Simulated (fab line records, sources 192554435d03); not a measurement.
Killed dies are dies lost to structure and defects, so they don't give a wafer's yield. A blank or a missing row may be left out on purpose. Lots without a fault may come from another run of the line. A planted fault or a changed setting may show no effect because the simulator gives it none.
Which tool did it? | flow n5_finfet | 21 lots, 63 wafers sampled, at 6 steps of a route of 1938

WHAT THE GAUGES READ, wafer by wafer
The record holds no reading of a measuring or inspecting step that can be judged against a usual standard deviation.

WHICH TOOL RAN EACH LOT (tool, then ch and the chambers of the sampled wafers, then the start)
lot  | N5_ILD0_CMP_12               | N5_DUMMY_REMOVAL_HM_STRIP_01      | N5_HKMG_FIN_ETCH_35               | N5_HKMG_FIN_ALD_72            | N5_GATE_CUT_ETCH_37                | N5_GATE_CUT_CMP_43
L074 | cmp-01 ch 0,2, day 3 17:17   | rie_diel-04 ch 0,2,3, day 3 22:34 | rie_diel-02 ch 0,1,3, day 4 04:05 | cvd_w-02 ch 0,1, day 4 07:17  | rie_diel-04 ch 0,2,3, day 4 12:14  | cmp-03 ch 0,1, day 4 14:53
L075 | cmp-04 ch 1,2, day 3 23:10   | rie_diel-05 ch 0,1, day 4 04:58   | rie_diel-01 ch 1,2, day 4 10:25   | cvd_w-02 ch 0,1, day 4 13:36  | rie_diel-04 ch 0,2,3, day 4 18:58  | cmp-03 ch 0,1,2, day 4 21:56
L076 | cmp-04 ch 0,3, day 4 05:55   | rie_diel-04 ch 0,2, day 4 11:08   | rie_diel-06 ch 1,2, day 4 16:52   | cvd_w-02 ch 0,1, day 4 20:07  | rie_diel-05 ch 1,2,3, day 5 01:10  | cmp-04 ch 0,1,3, day 5 03:49
L077 | cmp-01 ch 1,2, day 4 10:26   | rie_diel-04 ch 1,2, day 4 15:13   | rie_diel-01 ch 0,1,2, day 4 21:38 | cvd_w-01 ch 0,1, day 5 00:55  | rie_diel-03 ch 0,1,3, day 5 05:47  | cmp-03 ch 0,1,2, day 5 08:41
L078 | cmp-01 ch 0,3, day 4 15:44   | rie_diel-03 ch 0,2,3, day 4 21:42 | rie_diel-06 ch 0,3, day 5 05:07   | cvd_w-01 ch 0,1, day 5 08:49  | rie_diel-04 ch 1,2,3, day 5 14:58  | cmp-02 ch 2,3, day 5 19:01
L079 | cmp-04 ch 1,2, day 4 21:56   | rie_diel-03 ch 0,1, day 5 03:02   | rie_diel-01 ch 1,2,3, day 5 09:03 | cvd_w-02 ch 0,1, day 5 12:49  | rie_diel-05 ch 1,2,3, day 5 17:31  | cmp-04 ch 2,3, day 5 20:06
L081 | cmp-04 ch 0,2,3, day 5 10:46 | rie_diel-04 ch 0,2, day 5 17:31   | rie_diel-01 ch 0,2, day 6 00:14   | cvd_w-01 ch 1, day 6 03:52    | rie_diel-05 ch 0,3, day 6 08:47    | cmp-03 ch 0,2,3, day 6 11:26
L082 | cmp-01 ch 0,1, day 5 16:39   | rie_diel-03 ch 1,2, day 5 23:11   | rie_diel-02 ch 0,2,3, day 6 05:43 | cvd_w-02 ch 0,1, day 6 08:58  | rie_diel-05 ch 2,3, day 6 14:15    | cmp-02 ch 1,2, day 6 17:06
L084 | cmp-04 ch 0,2,3, day 6 09:58 | rie_diel-04 ch 0,1,3, day 6 14:42 | rie_diel-06 ch 1,3, day 6 20:50   | cvd_w-02 ch 0,1, day 7 00:04  | rie_diel-03 ch 0,1, day 7 04:49    | cmp-02 ch 0,1,3, day 7 07:44
L085 | cmp-03 ch 1,3, day 6 13:16   | rie_diel-03 ch 1,2, day 6 18:02   | rie_diel-06 ch 1,2,3, day 6 23:19 | cvd_w-02 ch 0,1, day 7 02:33  | rie_diel-04 ch 1,3, day 7 07:37    | cmp-02 ch 0,2,3, day 7 10:16
L086 | cmp-03 ch 2,3, day 6 20:36   | rie_diel-03 ch 2,3, day 7 01:23   | rie_diel-06 ch 1,2,3, day 7 06:39 | cvd_w-01 ch 0,1, day 7 10:10  | rie_diel-03 ch 0,2,3, day 7 15:05  | cmp-02 ch 0,1, day 7 18:01
L087 | cmp-03 ch 0,1, day 7 06:28   | rie_diel-03 ch 1,3, day 7 11:32   | rie_diel-01 ch 0,2, day 7 16:50   | cvd_w-01 ch 0,1, day 7 20:02  | rie_diel-05 ch 1,2, day 8 01:29    | cmp-04 ch 1,2, day 8 04:08
L088 | cmp-04 ch 1,3, day 7 07:32   | rie_diel-04 ch 1,2,3, day 7 13:24 | rie_diel-06 ch 0,1, day 7 18:58   | cvd_w-02 ch 0,1, day 7 22:17  | rie_diel-04 ch 1,2,3, day 8 03:31  | cmp-02 ch 1,2,3, day 8 06:10
L090 | cmp-03 ch 0,2,3, day 7 22:58 | rie_diel-05 ch 1,2,3, day 8 05:32 | rie_diel-02 ch 0,2,3, day 8 10:59 | cvd_w-01 ch 0,1, day 8 14:16  | rie_diel-05 ch 0,2,3, day 8 18:58  | cmp-04 ch 0,1,3, day 8 22:35
L091 | cmp-01 ch 0,3, day 8 01:55   | rie_diel-05 ch 1,2, day 8 06:38   | rie_diel-06 ch 0,2, day 8 12:02   | cvd_w-02 ch 0,1, day 8 15:16  | rie_diel-04 ch 0,3, day 8 20:43    | cmp-03 ch 0,2, day 8 23:49
L092 | cmp-01 ch 1,2,3, day 8 11:38 | rie_diel-05 ch 0,2,3, day 8 17:13 | rie_diel-02 ch 0,1,2, day 8 22:32 | cvd_w-01 ch 0,1, day 9 01:49  | rie_diel-05 ch 0,2,3, day 9 06:28  | cmp-02 ch 0,2,3, day 9 09:19
L093 | cmp-01 ch 0,1,2, day 8 14:57 | rie_diel-04 ch 0,1,2, day 8 21:03 | rie_diel-06 ch 0,2, day 9 02:20   | cvd_w-01 ch 0,1, day 9 05:32  | rie_diel-05 ch 0,2,3, day 9 10:16  | cmp-02 ch 0,1, day 9 12:52
L094 | cmp-04 ch 1,3, day 8 19:02   | rie_diel-03 ch 0,1, day 9 01:09   | rie_diel-01 ch 1,3, day 9 06:31   | cvd_w-02 ch 0, day 9 10:01    | rie_diel-03 ch 0,1,2, day 9 15:10  | cmp-04 ch 0,1,2, day 9 17:49
L095 | cmp-04 ch 0,2,3, day 9 02:17 | rie_diel-05 ch 0,1,3, day 9 06:58 | rie_diel-06 ch 0,1,2, day 9 12:23 | cvd_w-01 ch 0,1, day 9 15:44  | rie_diel-05 ch 0,1,2, day 9 21:32  | cmp-02 ch 1,2,3, day 10 00:23
L096 | cmp-04 ch 1,2,3, day 9 06:20 | rie_diel-04 ch 0,1,2, day 9 11:11 | rie_diel-02 ch 0,2,3, day 9 19:01 | cvd_w-01 ch 0,1, day 9 22:42  | rie_diel-05 ch 0,2,3, day 10 04:09 | cmp-02 ch 0,2, day 10 07:26
L097 | cmp-03 ch 1,2, day 9 13:41   | rie_diel-05 ch 0,2,3, day 9 19:03 | rie_diel-06 ch 1,3, day 10 00:49  | cvd_w-02 ch 0,1, day 10 04:11 | rie_diel-04 ch 0,3, day 10 09:23   | cmp-03 ch 2,3, day 10 12:16
- N5_ILD0_CMP_12: polishes SiNx, stops on poly-Si, t overpolish 6 s, target thk 17.67 nm.
- N5_DUMMY_REMOVAL_HM_STRIP_01: strips SiNx in CH3F/O2, stops on poly-Si, target depth 4 nm, time 6.8 s.
- N5_HKMG_FIN_ETCH_35: etches SOC in N2/H2, target depth 215.8 nm, time 243.4 s.
- N5_HKMG_FIN_ALD_72: deposits W, target thk 2 nm, pulse time 1 s, purge time 2 s.
- N5_GATE_CUT_ETCH_37: etches SOC in N2/H2, target depth 60 nm, overetch 12 nm, time 90 s.
- N5_GATE_CUT_CMP_43: polishes SiO2.

WHAT THE TOOLS THEMSELVES READ (means of the sampled wafers that have a number; where no wafer has one, the mark that the record gives instead)
N5_ILD0_CMP_12. Usual: motor_current_A 8.9 A, standard deviation 0.9; overpolish_run_s 6.001 s, standard deviation 0.0089; slurry_filter_dp_kPa 13.50 kPa, standard deviation 0.14; time_to_endpoint_s 30.2 s, standard deviation 2.9.
lot  | tool   | motor_current_A (A) | overpolish_run_s (s) | slurry_filter_dp_kPa (kPa) | time_to_endpoint_s (s) | flag
L074 | cmp-01 | 9.3                 | 6.007                | 13.42                      | 29.3                   |
L075 | cmp-04 | 8.3                 | 6.011                | 13.43                      | 32.1                   |
L076 | cmp-04 | 9.5                 | 6.001                | 13.58                      | 32.9                   |
L077 | cmp-01 | 8.4                 | 5.992                | 13.42                      | 26.4                   |
L078 | cmp-01 | 9.6                 | 6.000                | 13.59                      | 32.2                   |
L079 | cmp-04 | 7.7                 | 6.005                | 13.58                      | 31.0                   |
L081 | cmp-04 | 9.5                 | 6.006                | 13.49                      | 33.1                   |
L082 | cmp-01 | 8.5                 | 6.003                | 13.48                      | 26.9                   |
L084 | cmp-04 | 9.3                 | 6.004                | 13.47                      | 31.4                   |
L085 | cmp-03 | 8.7                 | 6.005                | 13.43                      | 31.8                   |
L086 | cmp-03 | 9.5                 | 5.993                | 13.48                      | 31.5                   |
L087 | cmp-03 | 8.1                 | 6.007                | 13.51                      | 29.0                   |
L088 | cmp-04 | 8.3                 | 5.990                | 13.39                      | 29.3                   |
L090 | cmp-03 | 8.7                 | 6.005                | 13.66                      | 27.1                   |
L091 | cmp-01 | 9.7                 | 6.009                | 13.54                      | 31.7                   |
L092 | cmp-01 | 8.7                 | 6.001                | 13.46                      | 28.8                   |
L093 | cmp-01 | 8.9                 | 5.994                | 13.50                      | 29.9                   |
L094 | cmp-04 | 8.4                 | 6.000                | 13.48                      | 31.7                   |
L095 | cmp-04 | 9.1                 | 6.006                | 13.49                      | 31.0                   |
L096 | cmp-04 | 8.6                 | 6.006                | 13.52                      | 30.9                   |
L097 | cmp-03 | 8.9                 | 5.996                | 13.39                      | 30.4                   |

N5_DUMMY_REMOVAL_HM_STRIP_01. Usual: chamber_pressure_mTorr 30.000 mTorr, standard deviation 0.028; drypump_motor_current_A 5.6 A, standard deviation 0.44; oes_product_au 0.61 a.u., standard deviation 0.043; rf_vpp_V 127.5 V, standard deviation 0.92; showerhead_plenum_p_Torr 2.00 Torr, standard deviation 0.051; throttle_valve_pct 16.41 %, standard deviation 0.13.
lot  | tool        | chamber_pressure_mTorr (mTorr) | drypump_motor_current_A (A) | oes_product_au (a.u.) | rf_vpp_V (V) | showerhead_plenum_p_Torr (Torr) | throttle_valve_pct (%) | flag
L074 | rie_diel-04 | 29.977                         | 5.9                         | 0.58                  | 127.4        | 1.97                            | 16.41                  |
L075 | rie_diel-05 | 29.989                         | 5.7                         | 0.61                  | 128.8        | 2.05                            | 16.38                  |
L076 | rie_diel-04 | 29.986                         | 6.4                         | 0.58                  | 126.9        | 1.94                            | 16.35                  |
L077 | rie_diel-04 | 30.011                         | 6.2                         | 0.60                  | 126.7        | 1.95                            | 16.42                  |
L078 | rie_diel-03 | 29.983                         | 5.4                         | 0.64                  | 127.3        | 2.04                            | 16.37                  |
L079 | rie_diel-03 | 30.011                         | 5.3                         | 0.70                  | 127.4        | 1.98                            | 16.24                  |
L081 | rie_diel-04 | 29.999                         | 6.4                         | 0.58                  | 127.4        | 1.94                            | 16.37                  |
L082 | rie_diel-03 | 29.992                         | 5.1                         | 0.58                  | 128.8        | 2.04                            | 16.31                  |
L084 | rie_diel-04 | 30.006                         | 5.5                         | 0.61                  | 127.4        | 2.00                            | 16.50                  |
L085 | rie_diel-03 | 29.983                         | 5.1                         | 0.60                  | 127.1        | 2.02                            | 16.33                  |
L086 | rie_diel-03 | 30.010                         | 5.3                         | 0.57                  | 127.8        | 2.07                            | 16.44                  |
L087 | rie_diel-03 | 29.995                         | 5.4                         | 0.61                  | 127.5        | 2.05                            | 16.55                  |
L088 | rie_diel-04 | 30.006                         | 5.7                         | 0.59                  | 126.8        | 1.96                            | 16.51                  |
L090 | rie_diel-05 | 29.981                         | 5.6                         | 0.59                  | 127.0        | 1.99                            | 16.35                  |
L091 | rie_diel-05 | 29.990                         | 5.5                         | 0.58                  | 127.1        | 1.99                            | 16.36                  |
L092 | rie_diel-05 | 30.013                         | 5.6                         | 0.59                  | 127.6        | 2.02                            | 16.38                  |
L093 | rie_diel-04 | 29.978                         | 6.1                         | 0.59                  | 126.2        | 1.97                            | 16.47                  |
L094 | rie_diel-03 | 30.031                         | 5.2                         | 0.64                  | 127.3        | 1.98                            | 16.34                  |
L095 | rie_diel-05 | 30.027                         | 5.7                         | 0.59                  | 127.5        | 2.01                            | 16.42                  |
L096 | rie_diel-04 | 29.995                         | 6.0                         | 0.59                  | 126.9        | 1.97                            | 16.47                  |
L097 | rie_diel-05 | 30.030                         | 5.6                         | 0.60                  | 127.5        | 2.01                            | 16.39                  |

N5_HKMG_FIN_ETCH_35. Usual: chamber_pressure_mTorr 29.999 mTorr, standard deviation 0.027; drypump_motor_current_A 5.6 A, standard deviation 0.53; oes_product_au 0.80 a.u., standard deviation 0.11; rf_vpp_V 141.3 V, standard deviation 1.1; showerhead_plenum_p_Torr 2.52 Torr, standard deviation 0.088; throttle_valve_pct 17.82 %, standard deviation 0.23.
lot  | tool        | chamber_pressure_mTorr (mTorr) | drypump_motor_current_A (A) | oes_product_au (a.u.) | rf_vpp_V (V) | showerhead_plenum_p_Torr (Torr) | throttle_valve_pct (%) | flag
L074 | rie_diel-02 | 29.983                         | 5.8                         | 0.71                  | 140.9        | 2.43                            | 17.88                  |
L075 | rie_diel-01 | 30.013                         | 5.7                         | 0.71                  | 141.2        | 2.51                            | 17.96                  |
L076 | rie_diel-06 | 29.990                         | 5.3                         | 0.88                  | 142.5        | 2.59                            | 17.82                  |
L077 | rie_diel-01 | 29.998                         | 5.9                         | 0.74                  | 141.8        | 2.53                            | 17.92                  |
L078 | rie_diel-06 | 30.001                         | 5.4                         | 0.69                  | 141.0        | 2.47                            | 17.92                  |
L079 | rie_diel-01 | 30.000                         | 6.0                         | 0.69                  | 140.6        | 2.50                            | 18.07                  |
L081 | rie_diel-01 | 30.019                         | 5.7                         | 0.76                  | 141.6        | 2.54                            | 17.76                  |
L082 | rie_diel-02 | 30.027                         | 5.9                         | 0.71                  | 140.9        | 2.43                            | 17.99                  |
L084 | rie_diel-06 | 29.992                         | 5.2                         | 0.93                  | 141.5        | 2.52                            | 17.47                  |
L085 | rie_diel-06 | 30.029                         | 5.2                         | 0.88                  | 141.6        | 2.55                            | 17.66                  |
L086 | rie_diel-06 | 30.004                         | 5.2                         | 0.88                  | 141.1        | 2.55                            | 17.67                  |
L087 | rie_diel-01 | 30.008                         | 5.4                         | 0.72                  | 141.0        | 2.52                            | 17.84                  |
L088 | rie_diel-06 | 30.011                         | 5.3                         | 0.94                  | 142.2        | 2.66                            | 17.69                  |
L090 | rie_diel-02 | 29.995                         | 5.9                         | 0.80                  | 141.7        | 2.53                            | 17.86                  |
L091 | rie_diel-06 | 30.000                         | 5.5                         | 0.89                  | 141.7        | 2.63                            | 17.94                  |
L092 | rie_diel-02 | 29.984                         | 5.5                         | 0.78                  | 141.5        | 2.51                            | 17.87                  |
L093 | rie_diel-06 | 30.006                         | 5.5                         | 0.92                  | 143.2        | 2.67                            | 17.86                  |
L094 | rie_diel-01 | 29.978                         | 6.5                         | 0.93                  | 141.4        | 2.49                            | 17.81                  |
L095 | rie_diel-06 | 30.013                         | 5.3                         | 0.86                  | 140.9        | 2.62                            | 17.81                  |
L096 | rie_diel-02 | 29.973                         | 5.9                         | 0.77                  | 140.6        | 2.52                            | 17.90                  |
L097 | rie_diel-06 | 29.994                         | 5.2                         | 0.87                  | 141.7        | 2.51                            | 17.52                  |

N5_HKMG_FIN_ALD_72. Usual: heater_power_w 490 W, standard deviation 27; precursor_pulse_height_rel 1.000, standard deviation 0.021.
lot  | tool     | heater_power_w (W) | precursor_pulse_height_rel | flag
L074 | cvd_w-02 | 504                | 0.997                      |
L075 | cvd_w-02 | 500                | 0.994                      |
L076 | cvd_w-02 | 514                | 1.008                      |
L077 | cvd_w-01 | 476                | 0.991                      |
L078 | cvd_w-01 | 481                | 1.017                      |
L079 | cvd_w-02 | 502                | 1.008                      |
L081 | cvd_w-01 | 488                | 0.988                      |
L082 | cvd_w-02 | 507                | 1.011                      |
L084 | cvd_w-02 | 494                | 0.993                      |
L085 | cvd_w-02 | 486                | 0.982                      |
L086 | cvd_w-01 | 465                | 1.009                      |
L087 | cvd_w-01 | 484                | 1.001                      |
L088 | cvd_w-02 | 507                | 0.994                      |
L090 | cvd_w-01 | 470                | 1.006                      |
L091 | cvd_w-02 | 490                | 0.993                      |
L092 | cvd_w-01 | 476                | 0.999                      |
L093 | cvd_w-01 | 474                | 1.007                      |
L094 | cvd_w-02 | 533                | 1.027                      |
L095 | cvd_w-01 | 484                | 1.005                      |
L096 | cvd_w-01 | 469                | 1.003                      |
L097 | cvd_w-02 | 490                | 0.977                      |

N5_GATE_CUT_ETCH_37. Usual: chamber_pressure_mTorr 30.002 mTorr, standard deviation 0.03; drypump_motor_current_A 5.6 A, standard deviation 0.43; oes_product_au 0.67 a.u., standard deviation 0.049; rf_vpp_V 523.8 V, standard deviation 1.9; showerhead_plenum_p_Torr 2.54 Torr, standard deviation 0.059; throttle_valve_pct 17.89 %, standard deviation 0.15.
lot  | tool        | chamber_pressure_mTorr (mTorr) | drypump_motor_current_A (A) | oes_product_au (a.u.) | rf_vpp_V (V) | showerhead_plenum_p_Torr (Torr) | throttle_valve_pct (%) | flag
L074 | rie_diel-04 | 29.996                         | 5.9                         | 0.64                  | 521.8        | 2.49                            | 17.91                  |
L075 | rie_diel-04 | 29.997                         | 5.9                         | 0.64                  | 521.6        | 2.49                            | 17.91                  |
L076 | rie_diel-05 | 29.973                         | 5.6                         | 0.68                  | 523.8        | 2.55                            | 17.90                  |
L077 | rie_diel-03 | 29.992                         | 5.4                         | 0.73                  | 523.7        | 2.56                            | 17.84                  |
L078 | rie_diel-04 | 29.988                         | 5.7                         | 0.66                  | 522.5        | 2.48                            | 17.95                  |
L079 | rie_diel-05 | 30.001                         | 5.6                         | 0.67                  | 524.1        | 2.54                            | 17.90                  |
L081 | rie_diel-05 | 30.016                         | 5.8                         | 0.67                  | 525.5        | 2.60                            | 17.92                  |
L082 | rie_diel-05 | 29.996                         | 5.5                         | 0.67                  | 524.3        | 2.54                            | 17.80                  |
L084 | rie_diel-03 | 30.002                         | 5.4                         | 0.75                  | 522.8        | 2.50                            | 17.79                  |
L085 | rie_diel-04 | 30.022                         | 5.2                         | 0.65                  | 523.3        | 2.51                            | 17.90                  |
L086 | rie_diel-03 | 29.995                         | 5.4                         | 0.68                  | 525.9        | 2.57                            | 17.85                  |
L087 | rie_diel-05 | 30.001                         | 5.5                         | 0.65                  | 523.8        | 2.54                            | 17.90                  |
L088 | rie_diel-04 | 29.975                         | 5.7                         | 0.65                  | 523.0        | 2.48                            | 17.96                  |
L090 | rie_diel-05 | 30.011                         | 5.6                         | 0.66                  | 523.9        | 2.56                            | 17.90                  |
L091 | rie_diel-04 | 30.016                         | 5.8                         | 0.64                  | 523.4        | 2.52                            | 17.96                  |
L092 | rie_diel-05 | 29.988                         | 5.7                         | 0.65                  | 524.9        | 2.56                            | 17.90                  |
L093 | rie_diel-05 | 29.972                         | 5.6                         | 0.65                  | 524.8        | 2.56                            | 17.90                  |
L094 | rie_diel-03 | 30.011                         | 5.2                         | 0.77                  | 523.6        | 2.53                            | 17.66                  |
L095 | rie_diel-05 | 29.991                         | 5.5                         | 0.64                  | 524.2        | 2.56                            | 17.88                  |
L096 | rie_diel-05 | 30.033                         | 5.6                         | 0.65                  | 525.1        | 2.56                            | 17.92                  |
L097 | rie_diel-04 | 29.993                         | 5.8                         | 0.63                  | 523.5        | 2.51                            | 17.97                  |

N5_GATE_CUT_CMP_43. Usual: motor_current_A 11.6 A, standard deviation 1; slurry_filter_dp_kPa 13.51 kPa, standard deviation 0.12.
lot  | tool   | motor_current_A (A) | slurry_filter_dp_kPa (kPa) | flag
L074 | cmp-03 | 10.8                | 13.46                      |
L075 | cmp-03 | 12.1                | 13.47                      |
L076 | cmp-04 | 12.2                | 13.56                      |
L077 | cmp-03 | 12.1                | 13.52                      |
L078 | cmp-02 | 11.6                | 13.42                      |
L079 | cmp-04 | 11.8                | 13.49                      |
L081 | cmp-03 | 12.0                | 13.53                      |
L082 | cmp-02 | 11.6                | 13.62                      |
L084 | cmp-02 | 11.2                | 13.48                      |
L085 | cmp-02 | 11.5                | 13.60                      |
L086 | cmp-02 | 11.1                | 13.59                      |
L087 | cmp-04 | 10.5                | 13.55                      |
L088 | cmp-02 | 11.8                | 13.44                      |
L090 | cmp-04 | 11.9                | 13.63                      |
L091 | cmp-03 | 11.4                | 13.49                      |
L092 | cmp-02 | 11.5                | 13.53                      |
L093 | cmp-02 | 11.1                | 13.47                      |
L094 | cmp-04 | 11.4                | 13.47                      |
L095 | cmp-02 | 12.0                | 13.47                      |
L096 | cmp-02 | 11.3                | 13.39                      |
L097 | cmp-03 | 12.8                | 13.63                      |

THE ANSWER, worked out from the rows above alone
Rule: a lot is off if the mean of its wafers that have a number lies more than 3 standard deviations from the usual mean. A lot without any number at a reading at which 4 lots or more have one is off too. The other lots that the step has rows for count as sound. The gauges are gone through in route order, then the tools' own readings, and for those a lot's mean is taken as printed above. The first step at which some lot is off is used, and at that step the reading that is off furthest; a lot without a number counts as furthest.
No lot is off at any reading shown: from this, nothing can be told.

WHAT THE SIMULATOR HAD PUT IN
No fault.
